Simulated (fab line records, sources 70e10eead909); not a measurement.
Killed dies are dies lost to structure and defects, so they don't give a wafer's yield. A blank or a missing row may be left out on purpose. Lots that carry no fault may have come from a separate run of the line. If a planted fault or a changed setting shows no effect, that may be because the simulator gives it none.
fab line records	flow nand_harc
record lots=6	wafers=18	last_day=31
route steps=1302 shown A_CONTACT@1075 A_BLC@1107 END@1302
lots untouched by any fault: they come from a run of this same line in which no faults occurred
start_h: hours from the record's first day to the start of the lot's first wafer shown	wait_h: hours since the lot's step before	" unchanged from the row above	L1.1+2: a single row standing in for several wafers	- no value present, or no start provided	* or withheld: withheld	< > ~ a bound
route shown NAME@n: NAME is a module with steps in the file, n the number in the route of the first one	usual: mean/standard deviation of fault-free wafers	same: alike in all rows	chamber/n: place in a boat	sites: each site's reading	_std_site: the values' standard deviation	_edge_site: the outer-site mean with the inner-site mean subtracted	radius_mm: how far each site lies from the wafer's centre	mask NAME#n: copy n	behind: the last tool/chamber to shape the wafer	hold: why the lot went on hold/how many hours it stayed there/how the hold came to an end	device: transistor that didn't switch, given as n, p or np	end of line: tests of these same wafers at the route's end	a step given without rows: its recipe and nothing more	killed: dies lost to structure and defects at the first sort, not the wafer's yield	map: the dies of a wafer, with x for killed, . for not killed, _ for no die there
set.NAME: setting as actually run; set.NAME@STEP: the setting as run at that earlier step	model.NAME: the simulator's own value behind a step, which no gauge read
certain route steps with their lots: each step a table, each wafer a row
services: when a tool's chamber went out of use (start_h, in hours from the record's first day, below 0 if earlier), for how many hours, and the reason
## steps
# step NHARC_A_CONTACT_EXPOSE_05
# recipe na=1.35	sigma_outer=0.8	dose_mj=84.24	mask_id=A_CC
# step NHARC_A_CONTACT_PEB_06
# recipe peb_temp_c=100	peb_time_s=65
# step NHARC_A_CONTACT_DEVELOP_07
# recipe develop_time_s=35	dev_temp_c=23
# step NHARC_A_CONTACT_CD_MEAS_08
# recipe target_cd_nm=200	landing_energy_ev=500
# usual cd_nm=200.5/0.58
lot.wafer	tool	chamber	start_h	wait_h	cd_nm
L306.3	cd_sem-01	0	511.92	-	200.8
L306.4	"	0	"	"	200.6
L306.6	"	0	"	"	200.0
L314.3	cd_sem-01	0	591.95	-	199.7
L314.4	"	0	"	"	199.7
L314.6	"	0	"	"	200.1
L316.1	cd_sem-03	0	615.74	-	200.0
L316.2	"	0	"	"	200.0
L316.3	"	0	"	"	200.1
L317.1	cd_sem-01	0	631.92	-	201.1
L317.3	"	0	"	"	201.3
L317.4	"	0	"	"	201.0
L323.2	cd_sem-02	0	671.21	-	199.7
L323.5	"	0	"	"	199.7
L323.6	"	0	"	"	200.1
L324.2	cd_sem-01	0	683.57	-	198.9
L324.3	"	0	"	"	199.8
L324.6	"	0	"	"	199.8
# step NHARC_A_CONTACT_OVL_MEAS_09
# usual overlay_x_nm=-0.1/0.72	overlay_y_nm=-0.2/0.94
lot.wafer	tool	chamber	start_h	wait_h	overlay_x_nm	overlay_y_nm
L306.3	overlay-02	-	512.00	-	1.0	0.3
L306.4	"	-	"	"	0.8	0.1
L306.6	"	-	"	"	1.1	-0.3
L314.3	overlay-01	-	592.03	-	1.0	-0.6
L314.4	"	-	"	"	1.3	-0.9
L314.6	"	-	"	"	0.6	-0.2
L316.1	overlay-01	-	615.83	-	1.5	-1.3
L316.2	"	-	"	"	1.2	-1.3
L316.3	"	-	"	"	1.6	-1.3
L317.1	overlay-01	-	632.01	-	0.0	-0.4
L317.3	"	-	"	"	-0.2	-0.2
L317.4	"	-	"	"	0.2	0.2
L323.2	overlay-01	-	671.30	-	0.1	-1.2
L323.5	"	-	"	"	-0.5	-0.9
L323.6	"	-	"	"	-0.8	-0.8
L324.2	overlay-01	-	683.66	-	-0.5	0.3
L324.3	"	-	"	"	-0.9	0.0
L324.6	"	-	"	"	-0.7	0.0
# step NHARC_A_CONTACT_INSPECT_10
# usual raw_defect_count=86/47
lot.wafer	tool	chamber	start_h	wait_h	raw_defect_count
L306.3	defect_inspect-01	-	512.04	0.0	102
L306.4	"	-	"	"	99
L306.6	"	-	"	"	81
L314.3	defect_inspect-02	-	592.07	0.0	155
L314.4	"	-	"	"	164
L314.6	"	-	"	"	151
L316.1	defect_inspect-02	-	615.87	0.0	69
L316.2	"	-	"	"	71
L316.3	"	-	"	"	59
L317.1	defect_inspect-01	-	632.05	0.0	91
L317.3	"	-	"	"	99
L317.4	"	-	"	"	93
L323.2	defect_inspect-02	-	671.34	0.0	17
L323.5	"	-	"	"	28
L323.6	"	-	"	"	28
L324.2	defect_inspect-01	-	683.69	0.0	67
L324.3	"	-	"	"	74
L324.6	"	-	"	"	63
# step NHARC_A_CONTACT_DESCUM_13
# recipe time_s=3	o2_flow_sccm=200	ar_flow_sccm=0	bias_power_w=0	chemistry=O2
# step NHARC_A_CONTACT_ETCH_88
# recipe target_depth_a=390	over_etch_frac=0.3	time_s=65	ion_energy_ev=80	cf4_flow_sccm=150	ar_flow_sccm=0	rf_w=300	bias_w=100	chemistry=CF4
# step NHARC_A_CONTACT_ETCH_89
# recipe target_depth_a=2600	over_etch_frac=0.3	time_s=475.3	ion_energy_ev=200	n2_flow_sccm=150	h2_flow_sccm=150	ar_flow_sccm=0	rf_w=400	bias_w=150	chemistry=N2/H2
# usual drypump_motor_current_A=5.8/0.33	h2_flow_sccm=150.0/0.49	mfc_ar_sccm=0.009/0.0096	oes_product_au=0.998/0.013	rf_vpp_V=430.7/2	showerhead_plenum_p_Torr=2.04/0.06	throttle_valve_pct=14.170/0.0092
# same over_etch_frac=0.3
lot.wafer	tool	chamber	start_h	wait_h	drypump_motor_current_A	h2_flow_sccm	mfc_ar_sccm	oes_product_au	rf_hours_counter_h	rf_vpp_V	showerhead_plenum_p_Torr	throttle_valve_pct
L306.4	rie_diel-11	0	-	-	5.8	150.7	0	0.995	11	428.4	2.00	14.161
L306.3	"	1	"	"	6.0	149.6	0.014	1.006	9	432.4	2.08	14.169
L306.6	"	0	"	"	5.8	150.0	0	0.994	-	429.0	2.00	14.178
L314.3	rie_diel-11	2	-	-	5.3	150.1	0.014	0.995	21	433.7	2.08	14.168
L314.6	"	0	"	"	5.8	150.3	0	0.996	-	431.9	1.99	14.180
L314.4	"	2	"	"	5.4	150.4	0.014	0.993	-	432.8	2.08	14.186
L316.1	rie_diel-10	1	-	-	5.1	150.3	0.002	0.977	2	432.6	2.05	14.171
L316.3	"	3	"	"	6.2	149.8	0	0.989	2	428.8	1.98	14.176
L316.2	"	0	"	"	5.8	150.1	0	0.994	2	429.0	1.97	14.185
L317.4	rie_diel-11	3	-	-	6.2	150.5	0	1.015	1	432.1	2.14	14.186
L317.3	"	0	"	"	5.8	150.2	0	1.012	1	427.8	1.99	14.180
L317.1	"	2	"	"	5.4	149.5	0.014	1.008	2	431.8	2.08	14.167
L323.2	rie_diel-11	1	-	-	6.0	150.7	0.014	0.984	10	429.3	2.07	14.166
L323.6	"	1	"	"	6.0	150.6	0.014	0.990	-	430.8	2.07	14.163
L323.5	"	2	"	"	5.4	150.0	0.014	0.998	-	431.7	2.08	14.180
L324.2	rie_diel-11	0	-	-	5.8	149.6	0	1.009	12	430.5	1.99	14.169
L324.3	"	2	"	"	5.4	150.2	0.014	0.991	15	432.1	2.08	14.168
L324.6	"	2	"	"	5.4	150.6	0.014	0.999	-	431.0	2.08	14.185
# step NHARC_A_CONTACT_ETCH_30
# recipe target_depth_a=726	time_s=36.3	cf4_flow_sccm=100	chf3_flow_sccm=30	ar_flow_sccm=0	rf_w=500	bias_w=200	chemistry=CF4/CHF3
# usual chf3_flow_sccm=30.02/0.091	drypump_motor_current_A=5.8/0.32	mfc_ar_sccm=0.010/0.0094	oes_product_au=0.935/0.023	rf_vpp_V=370.7/1.6	showerhead_plenum_p_Torr=1.58/0.042	throttle_valve_pct=16.801/0.0095
lot.wafer	tool	chamber	start_h	wait_h	chf3_flow_sccm	drypump_motor_current_A	mfc_ar_sccm	oes_product_au	rf_hours_counter_h	rf_vpp_V	showerhead_plenum_p_Torr	throttle_valve_pct
L306.4	rie_diel-11	3	-	-	30.17	6.2	0	0.945	11	373.9	1.65	16.820
L306.3	"	0	"	"	29.95	5.8	0	0.921	11	368.3	1.54	16.796
L306.6	"	3	"	"	30.01	6.2	0	0.937	-	373.6	1.65	16.815
L314.3	rie_diel-11	0	-	-	29.97	5.7	0	0.918	24	370.2	1.54	16.796
L314.4	"	2	"	"	30.08	5.3	0.014	0.924	-	371.3	1.60	16.799
L314.6	"	0	"	"	30.08	5.8	0	0.917	-	368.9	1.54	16.787
L316.1	rie_diel-10	2	-	-	30.05	5.7	0.003	0.897	2	369.7	1.54	16.798
L316.3	"	3	"	"	29.96	6.2	0	0.918	2	369.0	1.53	16.806
L316.2	"	0	"	"	29.95	5.7	0	0.923	2	368.6	1.52	16.808
L317.1	rie_diel-11	1	-	-	30.10	6.0	0.014	0.905	2	371.1	1.59	16.788
L317.4	"	2	"	"	29.99	5.4	0.014	0.919	2	370.5	1.60	16.804
L317.3	"	3	"	"	29.96	6.3	0	0.933	2	374.4	1.64	16.805
L323.2	rie_diel-11	1	-	-	29.99	6.0	0.014	0.933	10	369.9	1.59	16.800
L323.6	"	1	"	"	29.90	6.0	0.014	0.926	-	371.8	1.59	16.799
L323.5	"	2	"	"	30.01	5.4	0.014	0.906	-	369.9	1.60	16.804
L324.3	rie_diel-11	0	-	-	29.97	5.8	0	0.926	12	369.3	1.54	16.804
L324.2	"	1	"	"	30.00	6.0	0.014	0.918	12	371.4	1.59	16.807
L324.6	"	0	"	"	30.04	5.8	0	0.927	-	369.8	1.54	16.813
# step NHARC_A_CONTACT_ETCH_31
# recipe target_depth_a=28000	over_etch_frac=0.3	time_s=728	ion_energy_ev=150	o2_flow_sccm=400	cos_flow_sccm=20	ar_flow_sccm=0	rf_w=500	bias_w=300	chemistry=O2/COS
# step NHARC_A_CONTACT_ETCH_134
# recipe source_w=withheld	pressure_mtorr=20	bias_v=withheld	time_s=140	target_depth_a=7000	ar_flow_sccm=withheld	c4f8_flow_sccm=withheld	o2_flow_sccm=withheld	chemistry=C4F8/O2/Ar
# step NHARC_A_CONTACT_ETCH_135
# recipe source_w=withheld	pressure_mtorr=20	bias_v=1200	time_s=311	target_depth_a=19120	ar_flow_sccm=withheld	c4f8_flow_sccm=withheld	o2_flow_sccm=withheld	chemistry=C4F8/O2/Ar
lot.wafer	tool	chamber	start_h	wait_h	rf_hours_counter_h
L306.3	har_cap_etch-03	0	513.51	0.2	-
L306.4	"	1	"	"	-
L306.6	"	0	"	"	-
L314.4	har_cap_etch-03	0	593.77	0.2	-
L314.3	"	1	"	"	-
L314.6	"	1	"	"	-
L316.1	har_cap_etch-03	1	617.26	0.2	58
L316.2	"	0	"	"	58
L316.3	"	1	"	"	-
L317.1	har_cap_etch-01	1	633.91	0.2	22
L317.3	"	0	"	"	-
L317.4	"	1	"	"	-
L323.2	har_cap_etch-02	0	672.72	0.2	118
L323.6	"	0	"	"	-
L323.5	"	1	"	"	-
L324.2	har_cap_etch-03	1	685.41	0.2	71
L324.3	"	0	"	"	-
L324.6	"	0	"	"	-
# step NHARC_A_CONTACT_ETCH_136
# recipe source_w=withheld	pressure_mtorr=20	bias_v=1200	time_s=311	target_depth_a=19120	ar_flow_sccm=withheld	c4f8_flow_sccm=withheld	o2_flow_sccm=withheld	chemistry=C4F8/O2/Ar
# step NHARC_A_CONTACT_ETCH_137
# recipe source_w=withheld	pressure_mtorr=20	bias_v=1200	time_s=311	target_depth_a=19120	ar_flow_sccm=withheld	c4f8_flow_sccm=withheld	o2_flow_sccm=withheld	chemistry=C4F8/O2/Ar
# step NHARC_A_CONTACT_ETCH_138
# recipe source_w=withheld	pressure_mtorr=20	bias_v=1200	time_s=311	target_depth_a=19140	ar_flow_sccm=withheld	c4f8_flow_sccm=withheld	o2_flow_sccm=withheld	chemistry=C4F8/O2/Ar
# step NHARC_A_CONTACT_ETCH_139
# recipe source_w=withheld	pressure_mtorr=20	bias_v=400	time_s=195	target_depth_a=8400	ar_flow_sccm=withheld	c4f8_flow_sccm=11.5	o2_flow_sccm=7.2	chemistry=C4F8/O2/Ar
# step NHARC_A_CONTACT_ETCH_92
# recipe target_depth_a=400	over_etch_frac=0.5	time_s=85.7	ion_energy_ev=120	ch3f_flow_sccm=50	o2_flow_sccm=30	ar_flow_sccm=200	rf_w=500	bias_w=100	chemistry=CH3F/O2
# step NHARC_A_CONTACT_ETCH_98
# recipe target_depth_a=200	over_etch_frac=0.5	time_s=10	ion_energy_ev=250	c4f6_flow_sccm=25	o2_flow_sccm=20	ar_flow_sccm=500	rf_w=600	bias_w=500	chemistry=C4F6/O2
# usual drypump_motor_current_A=5.9/0.35	mfc_ar_sccm=500.0/1.6	oes_product_au=0.959/0.024	rf_vpp_V=546.7/2.2	showerhead_plenum_p_Torr=3.91/0.1	throttle_valve_pct=26.902/0.0096
# same over_etch_frac=0.5
lot.wafer	tool	chamber	start_h	wait_h	drypump_motor_current_A	mfc_ar_sccm	oes_product_au	rf_hours_counter_h	rf_vpp_V	showerhead_plenum_p_Torr	throttle_valve_pct
L306.3	rie_diel-10	1	-	-	5.1	497.6	0.943	30	548.0	3.96	26.895
L306.4	"	3	"	"	6.3	498.3	0.954	28	543.7	3.84	26.900
L306.6	"	0	"	"	5.7	502.7	0.935	-	544.9	3.81	26.896
L314.3	rie_diel-11	3	-	-	6.2	501.5	0.958	24	550.8	4.09	26.908
L314.4	"	0	"	"	5.8	497.3	0.939	25	545.7	3.84	26.907
L314.6	"	2	"	"	5.4	499.7	0.953	-	547.8	3.99	26.901
L316.3	rie_diel-10	1	-	-	5.0	499.0	0.945	3	547.8	3.94	26.899
L316.2	"	2	"	"	5.8	499.9	0.930	3	545.0	3.83	26.896
L316.1	"	0	"	"	5.8	500.9	0.928	3	543.2	3.80	26.909
L317.1	rie_diel-09	1	635.74	0.2	6.2	501.9	0.962	43	544.8	3.80	26.901
L317.3	"	3	"	"	5.9	500.1	0.941	46	545.7	3.88	26.912
L317.4	"	0	"	"	6.1	498.8	0.982	-	544.8	3.83	26.898
L323.2	rie_diel-11	1	-	-	6.1	500.6	0.955	10	548.7	3.97	26.898
L323.6	"	0	"	"	5.8	500.1	0.954	-	546.2	3.84	26.906
L323.5	"	1	"	"	6.0	498.3	0.949	-	547.9	3.97	26.907
L324.2	rie_diel-11	1	-	-	6.0	500.9	0.944	13	547.5	3.97	26.897
L324.3	"	0	"	"	5.8	497.2	0.951	13	545.2	3.83	26.897
L324.6	"	2	"	"	5.4	501.4	0.948	-	548.8	3.98	26.889
# step NHARC_A_CONTACT_CD_MEAS_15
# usual cd_nm=189.9/0.66
lot.wafer	tool	chamber	start_h	wait_h	cd_nm
L306.3	cd_sem-01	-	515.31	-	189.3
L306.4	"	-	"	"	190.0
L306.6	"	-	"	"	190.2
L314.3	cd_sem-01	-	595.56	-	189.2
L314.4	"	-	"	"	190.5
L314.6	"	-	"	"	189.6
L316.1	cd_sem-02	-	619.12	-	190.3
L316.2	"	-	"	"	189.9
L316.3	"	-	"	"	189.8
L317.1	cd_sem-02	-	635.82	-	190.0
L317.3	"	-	"	"	189.3
L317.4	"	-	"	"	190.0
L323.2	cd_sem-03	-	674.61	-	189.8
L323.5	"	-	"	"	189.6
L323.6	"	-	"	"	190.3
L324.2	cd_sem-01	-	687.22	-	188.9
L324.3	"	-	"	"	189.9
L324.6	"	-	"	"	189.5
# step NHARC_A_CONTACT_STRIP_107
# recipe n2_flow_sccm=150	h2_flow_sccm=150	ar_flow_sccm=0	bias_w=0	chemistry=N2/H2
# step NHARC_A_CONTACT_STRIP_108
# recipe cf4_flow_sccm=100	chf3_flow_sccm=30	ar_flow_sccm=0	bias_w=0	chemistry=CF4/CHF3
# step NHARC_A_CONTACT_STRIP_109
# recipe o2_flow_sccm=400	cos_flow_sccm=20	ar_flow_sccm=0	bias_w=0	chemistry=O2/COS
# step NHARC_A_CONTACT_ETCH_110
# recipe target_depth_a=600	overetch_a=60	time_s=33	ion_energy_ev=100	cf4_flow_sccm=80	o2_flow_sccm=20	ar_flow_sccm=0	rf_w=300	bias_w=100	chemistry=CF4/O2
# usual drypump_motor_current_A=5.8/0.36	mfc_ar_sccm=0.010/0.011	oes_product_au=0.998/0.012	rf_vpp_V=197.8/1.1	showerhead_plenum_p_Torr=1.33/0.039	throttle_valve_pct=13.398/0.0097
lot.wafer	tool	chamber	start_h	wait_h	drypump_motor_current_A	mfc_ar_sccm	oes_product_au	rf_hours_counter_h	rf_vpp_V	showerhead_plenum_p_Torr	throttle_valve_pct
L306.4	rie_diel-11	3	515.59	0.0	6.2	0	1.023	11	200.3	1.40	13.396
L306.3	"	0	"	"	5.7	0	0.997	11	196.8	1.31	13.402
L306.6	"	0	"	"	5.7	0	0.990	-	196.9	1.31	13.408
L314.4	rie_diel-11	1	595.85	0.1	5.9	0.014	0.993	27	197.7	1.35	13.405
L314.3	"	2	"	"	5.3	0.014	0.990	23	199.0	1.36	13.388
L314.6	"	0	"	"	5.8	0	0.989	-	197.0	1.31	13.394
L316.3	rie_diel-10	0	619.42	0.1	5.8	0	0.987	3	196.8	1.29	13.384
L316.1	"	1	"	"	5.0	0.002	0.980	3	198.0	1.34	13.385
L316.2	"	3	"	"	6.3	0	0.996	3	197.3	1.30	13.405
L317.4	rie_diel-10	2	636.19	0.1	5.7	0.003	0.976	9	196.9	1.30	13.382
L317.1	"	3	"	"	6.2	0	0.995	7	196.3	1.30	13.385
L317.3	"	0	"	"	5.8	0	0.997	6	197.5	1.29	13.404
L323.2	rie_diel-11	2	674.92	0.1	5.4	0.014	0.990	13	198.3	1.36	13.380
L323.6	"	2	"	"	5.4	0.014	0.983	-	197.2	1.36	13.417
L323.5	"	3	"	"	6.2	0	0.992	-	197.6	1.39	13.412
L324.2	rie_diel-09	3	687.52	0.1	5.8	0.035	0.983	0	197.3	1.32	13.407
L324.3	"	0	"	"	6.0	0.015	1.017	0	196.2	1.30	13.411
L324.6	"	2	"	"	6.1	0.019	1.016	-	196.0	1.24	13.403
# step NHARC_A_CONTACT_STRIP_26
# recipe o2_flow_sccm=500	ar_flow_sccm=0	bias_w=0	chemistry=O2
# step NHARC_A_CONTACT_STRIP_27
# recipe time_s=600	temp_c=30	chemistry=post_etch_residue_remover
# step NHARC_A_CONTACT_ALD_18
# recipe target_thk_a=30	pulse_time_s=1	ald_cycles=150	temp_c=450	material=TiN
# usual heater_power_w=1088/120	precursor_pulse_height_rel=0.999/0.021
lot.wafer	tool	chamber	start_h	wait_h	heater_power_w	precursor_pulse_height_rel
L306.3	ald_metal-01	2	516.24	-	1002	1.020
L306.4	"	0	"	"	984	1.037
L306.6	"	3	"	"	1184	1.018
L314.3	ald_metal-04	3	596.49	-	1202	1.011
L314.4	"	2	"	"	1175	0.994
L314.6	"	0	"	"	1251	1.044
L316.3	ald_metal-04	3	620.06	-	1202	0.977
L316.2	"	0	"	"	1249	0.983
L316.1	"	1	"	"	1039	0.978
L317.3	ald_metal-04	1	636.85	-	1005	0.987
L317.4	"	2	"	"	1222	1.031
L317.1	"	3	"	"	1198	0.977
L323.2	ald_metal-04	2	675.62	-	1290	1.017
L323.6	"	3	"	"	1195	0.989
L323.5	"	0	"	"	1268	0.992
L324.3	ald_metal-04	1	688.18	-	1015	0.987
L324.2	"	3	"	"	1196	0.966
L324.6	"	1	"	"	1007	0.984
# step NHARC_A_CONTACT_CVD_19
# recipe target_thk_a=3000	temp_c=300	pressure_torr=40	wf6_flow_sccm=40	h2_flow_sccm=1600	ar_flow_sccm=1560	time_s=802	material=W
# step NHARC_A_CONTACT_CMP_20
# recipe t_overpolish_s=30	target_thk_nm=300
# step NHARC_A_CONTACT_SRD_22
# step NHARC_A_BLC_DEHYDRATE_00
# recipe temp_c=150	time_s=120
# step NHARC_A_BLC_HMDS_01
# recipe time_s=30
# step NHARC_A_BLC_COAT_02
# recipe temp_c=260	time_s=75
# step NHARC_A_BLC_COAT_03
# recipe temp_c=225	time_s=65
# step NHARC_A_BLC_COAT_04
# recipe spin_rpm=1500	resist_thk_nm=90
# step NHARC_A_BLC_SOFTBAKE_05
# recipe temp_c=105	time_s=55
# step NHARC_A_BLC_EBR_06
# step NHARC_A_BLC_EXPOSE_07
# recipe na=1.35	target_cd_nm=100	dose_mj=67.97	mask_id=A_BLC
# step NHARC_A_BLC_PEB_08
# recipe peb_temp_c=100	peb_time_s=65
# step NHARC_A_BLC_DEVELOP_09
# recipe develop_time_s=35	dev_temp_c=23
# step NHARC_END_SORT_01
# recipe temp_c=25
# usual killed_at_array=61/26	killed_at_other=0.8/1.1	killed_at_periphery=4.0/2.6	killed_dies=66/26	killed_open=3.1/1.7	killed_short=2.5/1.5
# same gross_dies=677
lot.wafer	tool	chamber	start_h	wait_h	killed_at_array	killed_at_other	killed_at_periphery	killed_dies	killed_open	killed_short
L314.3	prober-02	0	644.42	3.1	185	0	3	188	4	1
L314.6	prober-02	0	646.86	4.1	162	1	3	166	4	2
L316.1	prober-01	0	665.48	2.5	142	1	2	145	1	2
L316.3	prober-01	0	667.09	3.1	144	0	5	149	4	2
L317.1	prober-02	0	690.00	2.5	67	3	2	72	2	1
L317.4	prober-02	0	692.47	3.5	58	2	4	64	2	3
# killed by level:class
L314.3 A_CONTACT:unspecified=91 A_SLIT:chamber_film_flake=35 A_CHANNEL_HOLE_D2:chamber_film_flake=31 A_CHANNEL_HOLE_D1:chamber_film_flake=23 P_CONTACT:geometric_particle:open=1 A_WL_FILL:geometric_particle:short=1 A_WL_FILL:geometric_particle:open=1 A_CONTACT:geometric_particle:open=1
L314.6 A_CONTACT:unspecified=89 A_SLIT:chamber_film_flake=33 A_CHANNEL_HOLE_D2:chamber_film_flake=18 A_CHANNEL_HOLE_D1:chamber_film_flake=13 A_SGD_CUT:geometric_particle:open=2 P_GATE:geometric_particle:open=1 A_CHANNEL_HOLE_D2:geometric_particle:short=1 A_WL_FILL:geometric_particle:open=1
L316.1 A_CONTACT:unspecified=96 A_SLIT:chamber_film_flake=31 A_CHANNEL_HOLE_D1:chamber_film_flake=7 A_STAIRCASE:chamber_film_flake=2 A_WL_FILL:chamber_film_flake=2 A_CONTACT:chamber_film_flake=2 P_M0:geometric_particle:open=1 A_CHANNEL_FILL_D1:geometric_particle:short=1
L316.3 A_CONTACT:unspecified=100 A_SLIT:chamber_film_flake=27 A_CHANNEL_HOLE_D1:chamber_film_flake=7 A_CHANNEL_FILL_D1:geometric_particle:open=2 P_GATE:chamber_film_flake=2 A_STAIRCASE:chamber_film_flake=2 A_CONTACT:chamber_film_flake=2 P_M2:geometric_particle:open=1
L317.1 A_SLIT:chamber_film_flake=33 A_CONTACT:chamber_film_flake=13 A_CHANNEL_HOLE_D2:chamber_film_flake=8 A_CHANNEL_HOLE_D1:chamber_film_flake=6 THIN_TSV:chamber_film_flake=3 P_GATE:chamber_film_flake=2 A_CHANNEL_FILL_D2:chamber_film_flake=2 A_ONON_D1:geometric_particle:short=1
L317.4 A_SLIT:chamber_film_flake=29 A_CHANNEL_HOLE_D2:chamber_film_flake=12 A_CONTACT:chamber_film_flake=5 P_GATE:chamber_film_flake=3 A_CHANNEL_FILL_D2:chamber_film_flake=3 A_WL_FILL:geometric_particle:short=2 A_CHANNEL_HOLE_D1:chamber_film_flake=2 P_BONDPAD:geometric_particle:open=1
# map L314.3 (x killed, . not)
____________.____________
_________xx....x_________
_______.x........._______
______xxxxx........______
_____xxxxxx.x......._____
____.xxxxxxxx..x.x...____
____xxxxxxxx..x.x.x..____
___.xxxxxxxxx.xxx.x...___
___xxxxxxxxxx.xxx.xx..___
__x.xxxxxxxxx.xx.xxx...__
__.xxxxxxxxxxxxxxxxxx..__
_x.xxxxxxxxxx..xxxx...x._
_.xxxxxxxxxxx..xx.x....._
_.x.xxxxxxxx..xxx......._
_x.x...xx.x............._
_.x.....x.x............._
...xx..x.x...............
.........................
.....x...................
.........................
........x......xx........
_...........xxx.x......._
_.............xxx......._
_.......x..xxxxxxx......_
_............x.xx......._
_............xx.xx......_
__..........x..xx......__
__..........x.xx.......__
___..........x........___
___.............x.....___
____.................____
____.................____
_____..............._____
______....x........______
_______..........._______
_________..x...._________
____________.____________
# map L316.3 (x killed, . not)
____________.____________
_________......._________
_______..x........_______
______.xxxx.x......______
_____.xxxxxx......x._____
____.xxxxxxxx...x.x..____
____.xxxxxxxx...x..x.____
___xxxxxxxxxxxxxxxx...___
___xxxxxxxxxx...x.....___
__..xxxxxxxxxxxxxxx....__
__..xxxxxxxxxxxxxxx....__
_..x.xxxxxxxx.xxxxx....._
_....xxxxxxxx...xx......_
_....xxxxxx.x.xx.xx..x.._
_.....xxxxx.......x....._
_.....xx..xx............_
........x..x..........x..
......x..................
..x...............x......
..x......................
.........................
_......................._
_..x...................._
_......................._
_......................._
_......................._
__.......x.............__
__.....................__
___...................___
___.....x.............___
____.................____
____.................____
_____x.............._____
______.............______
_______..........._______
_________......x_________
____________x____________
## services
tool	chamber	start_h	hours	kind
rie_diel-11	2	496.57	14.7	repair
har_cap_etch-01	-	497.00	17.0	pm
rie_diel-09	-	498.74	9.0	pm
ald_metal-01	3	508.46	4.6	repair
ald_metal-04	2	517.73	42.5	repair
ald_metal-01	-	526.00	10.0	pm
har_cap_etch-02	-	549.52	0.3	repair
rie_diel-10	0	550.22	6.0	repair
rie_diel-10	-	557.67	0.4	repair
ald_metal-01	0	560.98	7.3	repair
rie_diel-09	0	562.55	2.1	repair
ald_metal-01	1	566.11	28.7	repair
rie_diel-11	3	588.91	4.8	repair
har_cap_etch-02	-	591.24	2.4	repair
rie_diel-10	-	597.58	9.0	pm
rie_diel-11	-	610.20	9.0	pm
rie_diel-09	2	621.33	18.6	repair
rie_diel-11	3	624.81	5.4	repair
ald_metal-04	-	652.00	10.0	pm
rie_diel-09	2	667.18	14.5	repair
rie_diel-10	0	667.40	3.6	repair
rie_diel-09	-	675.97	9.0	pm
rie_diel-11	3	677.12	8.5	repair
rie_diel-10	0	687.19	22.5	repair
## key
first_sign step=NHARC_END_SORT_01	reading=killed_at_array	direction=up	sigmas=3.8	usual=61	struck=158
effect step=NHARC_END_SORT_01	reading=killed_dies	direction=up	sigmas=3.7	usual=66	struck=162
more_kills_born_at NHARC_A_CONTACT_ETCH_135@har_cap_etch-03=374
met_at NHARC_A_CONTACT_ETCH_135
struck_wafers L314.3,L314.6,L316.1,L316.3
tester_left_out L314,L316
onset_between 513.51 593.77
fault kind=chamber_particle_source	tool=har_cap_etch-03	chamber=1	onset_h=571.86	steps=NHARC_A_CONTACT_ETCH_135	rate_per_visit_cm2=1.4622	end_h=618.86
# tester_left_out: of these lots the tester's yield and bins aren't shown, on N5 and GAA mostly nor the transistor test; their killed dies are dies lost to structure and defects alone, not to doping, threshold or leakage, so they don't give the yield
